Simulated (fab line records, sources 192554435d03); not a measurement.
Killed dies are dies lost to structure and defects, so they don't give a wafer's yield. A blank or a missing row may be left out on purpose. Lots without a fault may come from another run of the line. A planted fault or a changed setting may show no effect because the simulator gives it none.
fab line records | flow n5_finfet
record lots=4 wafers=12 last_day=20
route steps=1938 shown BEOL_M0_SAQP@692 BEOL_M0_CUTY@701 BEOL_M4@1111
lots that met no fault: from a run of the same line without faults
start_h: hours from the record's first day to the start of the lot's first wafer shown | wait_h: hours since the lot's step before | " the same as in the row above | L1.1+2: a row that stands for several wafers | - no value, or no start given | * or withheld: withheld | < > ~ a bound
route shown NAME@n: a module of which the file shows steps, and the number in the route of the first | usual: mean/standard deviation of fault-free wafers | same: alike in all rows | chamber/n: place in a boat | sites: the reading at each site | _std_site: their standard deviation | _edge_site: outer sites' mean less inner sites' | radius_mm: how far each site lies from the wafer's centre | mask NAME#n: copy n | behind: the tool/chamber that last shaped the wafer | hold: why the lot was held/for how many hours/how that ended | device: the transistor (n, p or np) that didn't switch | end of line: the same wafers' tests at the end of the route | a step without rows: its recipe alone | killed: dies lost to structure and defects at the first sort, not the wafer's yield | map: a wafer's dies, x killed, . not, _ none there
set.NAME: the setting as run; set.NAME@STEP: as run at that earlier step | model.NAME: the simulator's own value behind a step, which no gauge read
lots at some steps of the route; a table a step, a row a wafer
services: from which hour (start_h, from the record's first day; less than 0 if before it) a tool's chamber was out of use, for how many hours, and why
## steps
# step N5_BEOL_M0_SAQP_DESCUM_45
# recipe chemistry=O2 time_s=7 source_power_w=50 bias_power_w=20 pressure_mtorr=20 rf_frequency_hz=2.712e+07 temp_c=40 resist=CAR-EUV o2_flow_sccm=225
# step N5_BEOL_M0_SAQP_ETCH_88
# recipe chemistry=N2/H2 target=underlayer target_depth_a=65 time_s=5.2 ion_energy_ev=200 mask_material=CAR-EUV pressure_mtorr=30 source_w=840 bias_w=150 n2_flow_sccm=200 h2_flow_sccm=200 ends=cleared
# step N5_BEOL_M0_SAQP_ETCH_73
# recipe chemistry=CF4 target=SiARC target_depth_a=195 mask_material=CAR-EUV time_s=32.5 ion_energy_ev=80 pressure_mtorr=40 source_w=545 bias_w=36 Ar_flow_sccm=100 cf4_flow_sccm=100 ends=cleared
# step N5_BEOL_M0_SAQP_CUT_ETCH_46
# recipe chemistry=N2/H2 target=SOC target_depth_a=1350 overetch_a=270 temp_c=40 time_s=202.5 ion_energy_ev=200 mask_material=SiARC pressure_mtorr=30 source_w=840 bias_w=150 n2_flow_sccm=200 h2_flow_sccm=200
# step N5_BEOL_M0_SAQP_STRIP_74
# recipe chemistry=N2/H2 temp_c=40 n2_flow_sccm=200 h2_flow_sccm=200 rf_frequency_hz=6e+07
# step N5_BEOL_M0_SAQP_STRIP_89
# recipe chemistry=N2/H2 temp_c=40 n2_flow_sccm=200 h2_flow_sccm=200 rf_frequency_hz=6e+07
# step N5_BEOL_M0_SAQP_ALD_48
# recipe material=SiO2 target_thk_a=200 temp_c=100 ald_precursor_family=BDEAS ald_co_reactant=O2-plasma pulse_time_s=1 co_reactant_pulse_time_s=1 purge_time_s=2 co_reactant_purge_time_s=2 ald_cycles=139 pressure_torr=2
# step N5_BEOL_M0_SAQP_ETCH_49
# recipe chemistry=CF4/O2 target_depth_a=370 target=SiO2 pressure_mtorr=40 source_w=535 bias_w=49 Ar_flow_sccm=100 cf4_flow_sccm=100 O2_flow_sccm=10 ion_energy_ev=100
# step N5_BEOL_M0_SAQP_STRIP_75
# recipe chemistry=CF4 resist=SiARC power_w=300 bias_power_w=75 pressure_mtorr=50 cf4_flow_sccm=150 rf_frequency_hz=6e+07
# step N5_BEOL_M0_CUTY_COAT_50
# recipe resist=SiARC temp_c=220 time_s=60 spin_rpm=1500 resist_thk_nm=15
# usual heater_power_total_W=427.7/2.1 spin_speed_rpm=1500.0/1.2
# columns lot.wafer tool chamber start_h wait_h heater_power_total_W spin_speed_rpm model.SiARC_of_BEOL_M0_CUTY_COAT_50.thk_nm
L504.1 litho_track-05 0 133.97 0.0 429.9 1500.0 15
L504.3 " 0 " " 424.1 1497.5 15
L504.6 " 0 " " 430.6 1500.3 15
L505.1 litho_track-05 0 157.20 0.0 428.8 708.2 21.8
L505.2 " 0 " " 424.8 709.5 21.8
L505.3 " 0 " " 428.4 710.4 21.8
L508.1 litho_track-05 0 157.79 0.0 424.7 708.4 21.8
L508.2 " 0 " " 428.7 711.0 21.8
L508.5 " 0 " " 430.9 710.9 21.8
L518.1 litho_track-03 0 220.08 0.0 425.4 1499.3 15
L518.4 " 0 " " 429.5 1499.5 15
L518.6 " 0 " " 427.0 1498.6 15
# step N5_BEOL_M0_CUTY_COAT_51
# recipe resist=CAR-ArF-block spin_rpm=1500 resist_thk_nm=150
# step N5_BEOL_M0_CUTY_EBR_52
# recipe solvent=PGMEA ebr_width_mm=1.5
# step N5_BEOL_M0_CUTY_SOFTBAKE_53
# recipe temp_c=110 time_s=60 resist=CAR-ArF-block
# step N5_BEOL_M0_CUTY_EXPOSE_54
# recipe mask_id=M0_ABLK na=1.35 source_shape=conventional sigma_outer=0.8 polarization=unpolarized dose_mj=36
# step N5_BEOL_M0_CUTY_PEB_55
# recipe peb_temp_c=110 peb_time_s=60 resist=CAR-ArF-block
# step N5_BEOL_M0_CUTY_DEVELOP_56
# recipe develop_time_s=30 developer=TMAH resist=CAR-ArF-block rinse_liquid=diw dry=air_spin dev_temp_c=23
# step N5_BEOL_M0_CUTY_DESCUM_61
# recipe chemistry=O2 time_s=7.9 source_power_w=50 bias_power_w=20 pressure_mtorr=20 rf_frequency_hz=2.712e+07 temp_c=40 resist=CAR-ArF-block o2_flow_sccm=225
# step N5_BEOL_M0_CUTY_ETCH_62
# recipe chemistry=CF4 target=SiARC mask_material=CAR-ArF-block time_s=58.5 ion_energy_ev=80 pressure_mtorr=40 source_w=545 bias_w=36 Ar_flow_sccm=100 cf4_flow_sccm=100 ends=cleared
# usual drypump_motor_current_A=5.66/0.22 etch_rf_on_time_s=59.0/2 oes_product_au=0.68/0.076 rf_vpp_V=184.0/1.3 showerhead_plenum_p_Torr=2.14/0.063 throttle_valve_pct=15.65/0.19
# columns lot.wafer tool chamber start_h wait_h drypump_motor_current_A etch_rf_on_time_s oes_product_au rf_hours_counter_h rf_vpp_V showerhead_plenum_p_Torr throttle_valve_pct model.CAR-ArF-block_of_BEOL_M0_CUTY_COAT_51.thk_nm
L504.1 rie_diel-03 1 134.54 0.0 5.77 58.3 0.70 93 183.0 2.07 15.62 118.4
L504.3 " 2 " " 5.97 60.1 0.64 152 184.2 2.22 15.62 118.6
L504.6 " 2 " " 6.02 60.4 0.64 - 185.5 2.22 15.63 118.8
L505.1 rie_diel-04 3 157.67 0.0 5.23 48.5 0.63 157 187.2 2.21 15.91 124
L505.2 " 0 " " 5.85 44.9 0.85 4 183.1 2.10 15.58 124
L505.3 " 2 " " 5.38 48.1 0.59 228 185.4 2.20 15.72 124.4
L508.1 rie_diel-04 0 158.42 0.0 5.85 45.3 0.84 4 183.4 2.10 15.55 124.2
L508.2 " 3 " " 5.24 48.9 0.63 157 183.4 2.21 15.91 124.4
L508.5 " 0 " " 5.85 45.5 0.84 - 183.2 2.10 15.57 123.8
L518.1 rie_diel-04 0 220.44 0.0 5.85 56.7 0.77 30 183.6 2.10 15.63 117.6
L518.4 " 0 " " 5.87 56.8 0.78 - 182.4 2.10 15.61 117.4
L518.6 " 1 " " 5.92 56.2 0.81 - 184.5 2.08 15.27 118
# step N5_BEOL_M0_CUTY_ETCH_63
# recipe chemistry=N2/H2 target=SOC target_depth_a=827 overetch_a=165 mask_material=SiARC temp_c=40 ion_energy_ev=200 time_s=124 pressure_mtorr=30 source_w=840 bias_w=150 n2_flow_sccm=200 h2_flow_sccm=200
# step N5_BEOL_M4_RC_MEAS_101
# usual DIBL_N=36.1/2.3 DIBL_P=36/3.2 IOFF_N=0.16/0.045 IOFF_P=0.21/0.049 ION_N=674/14 ION_P=462/8.4 SS_N=71.6/0.83 SS_P=73.2/0.87 VT_N=249/3.8 VT_P=-250/3.4
# columns lot.wafer tool chamber start_h wait_h DIBL_N[mV/V] DIBL_P[mV/V] IOFF_N[nA/um] IOFF_P[nA/um] ION_N[uA/um] ION_P[uA/um] SS_N[mV/dec] SS_P[mV/dec] VT_N[mV] VT_P[mV]
L504.1 prober-02 0 280.71 0.0 32.6 32 0.12 0.16 670 459 70.0 71.6 252 -253
L504.3 " 0 " " 35.1 33 0.14 0.17 670 456 71.6 72.4 250 -254
L504.6 " 0 " " 34.9 34 0.15 0.18 674 462 71.7 73.2 247 -249
L508.1 prober-02 0 286.55 0.0 33.5 32 0.11 0.14 664 453 70.6 72.3 254 -257
L508.2 " 0 " " 39.3 38 0.19 0.22 673 456 73.2 73.2 249 -252
L508.5 " 0 " " 37.1 37 0.16 0.20 669 461 71.9 73.6 250 -252
L505.1 prober-02 0 288.86 0.0 36.4 36 0.17 0.19 671 448 72.1 73.3 252 -253
L505.2 " 0 " " 38.2 38 0.19 0.24 677 459 72.6 73.5 250 -251
L505.3 " 0 " " 35.8 36 0.16 0.20 672 458 72.1 73.1 252 -251
L518.1 prober-02 0 355.51 0.0 32.8 31 0.12 0.17 675 467 70.1 72.3 249 -251
L518.4 " 0 " " 38.0 37 0.21 0.26 693 476 71.4 73.5 242 -247
L518.6 " 0 " " 34.9 34 0.16 0.22 682 478 70.3 73.2 245 -246
## services
# columns tool chamber start_h hours kind
rie_diel-03 2 115.16 18.1 repair
rie_diel-04 0 128.41 - clean
rie_diel-04 0 128.41 - consumable_replace:focus_ring
rie_diel-04 0 128.41 18.3 scheduled_down
rie_diel-04 0 128.41 18.3 vent_cycle
litho_track-05 - 135.46 - consumable_replace:filter
rie_diel-04 1 146.94 - clean
rie_diel-04 1 146.94 - consumable_replace:focus_ring
rie_diel-04 1 146.94 28.4 scheduled_down
rie_diel-04 1 146.94 28.4 vent_cycle
litho_track-05 - 181.99 - consumable_replace:filter
rie_diel-03 0 206.78 4.0 repair
rie_diel-04 2 209.91 - clean
rie_diel-04 2 209.91 - consumable_replace:focus_ring
rie_diel-04 2 209.91 14.3 scheduled_down
rie_diel-04 2 209.91 14.3 vent_cycle
## key
first_sign step=N5_BEOL_M0_CUTY_COAT_50 reading=spin_speed_rpm direction=down sigmas=99+ usual=* struck=*
effect step=N5_BEOL_M0_CUTY_ETCH_62 reading=etch_rf_on_time_s direction=down sigmas=6.1 usual=* struck=*
model_effect step=N5_BEOL_M0_CUTY_COAT_50 value=SiARC_of_BEOL_M0_CUTY_COAT_50.thk_nm without=15 struck=21.8
model_effect step=N5_BEOL_M0_CUTY_ETCH_62 value=CAR-ArF-block_of_BEOL_M0_CUTY_COAT_51.thk_nm without=119.3 struck=124.1
met_at N5_BEOL_M0_CUTY_COAT_50
struck_wafers L505.1,L505.2,L505.3,L508.1,L508.2,L508.5
onset_between 133.97 157.20
fault kind=process_parameter_drift tool=litho_track-05 chamber=- onset_h=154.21 steps=N5_BEOL_M0_CUTY_COAT_50 channel=spin_rpm offset=* shape=step end_h=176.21 acts_in=* stated=*
